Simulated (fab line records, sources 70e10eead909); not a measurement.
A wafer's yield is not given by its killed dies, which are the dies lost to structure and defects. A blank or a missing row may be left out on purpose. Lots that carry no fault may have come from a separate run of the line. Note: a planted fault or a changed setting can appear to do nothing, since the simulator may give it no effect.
Chamber matching ; flow nandHarc ; NHARC_A_M0_PRE_CLEAN_31 on pecvd-03 has 3 sister chambers
The step time 12 s. 14 wafers are shown with their chamber, then 7 later ones without.

== EACH WAFER AND ITS CHAMBER ==
wafer;chamber;heaterPowerW (W);heaterPowerOuterW (W)
L075.2;0;787;473
L075.4;2;617;381
L075.5;0;766;475
L078.1;1;658;349
L078.3;2;597;357
L078.5;2;569;351
L083.1;2;582;357
L083.2;1;626;326
L083.3;0;753;442
L082.2;2;513;307
L082.3;1;724;424
L082.5;2;526;305
L088.1;1;641;334
L088.2;2;541;325

SIGNATURES, as means of the wafers listed above
reading;chamber 0;chamber 1;chamber 2;scatter within a chamber
heaterPowerW;768.67;662.25;563.57;36.9
heaterPowerOuterW;463.33;358.25;340.43;32.5
Rule: a wafer's distance from a chamber is the root of the sum, over the readings, of the square of ((its reading less the chamber's mean) divided by the reading's scatter). If the next closest chamber is less than 2 further off than the closest, the wafer can't be placed; otherwise it belongs to the closest. The scatter is the square root of a quotient: the sum, over the shown wafers, of each reading's squared deviation from its chamber's mean, divided by wafers minus chambers.

== WAFERS WITH NO CHAMBER GIVEN ==
wafer;heaterPowerW (W);heaterPowerOuterW (W)
L088.4;540;326
L087.3;703;396
L087.4;707;390
L087.5;704;415
L093.3;758;451
L093.5;610;386
L093.6;760;457

== EACH ONE'S CHAMBER ==
wafer;from the rows above;in truth
L088.4;2;2
L087.3;can't be placed: 1 or 0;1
L087.4;can't be placed: 1 or 0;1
L087.5;can't be placed: 1 or 0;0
L093.3;0;0
L093.5;can't be placed: 1 or 2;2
L093.6;0;0
Correctly placed: 3 of 7. Can't be placed from these rows: 4 (the true chamber is among the candidates in 4). 0 placed wrongly.
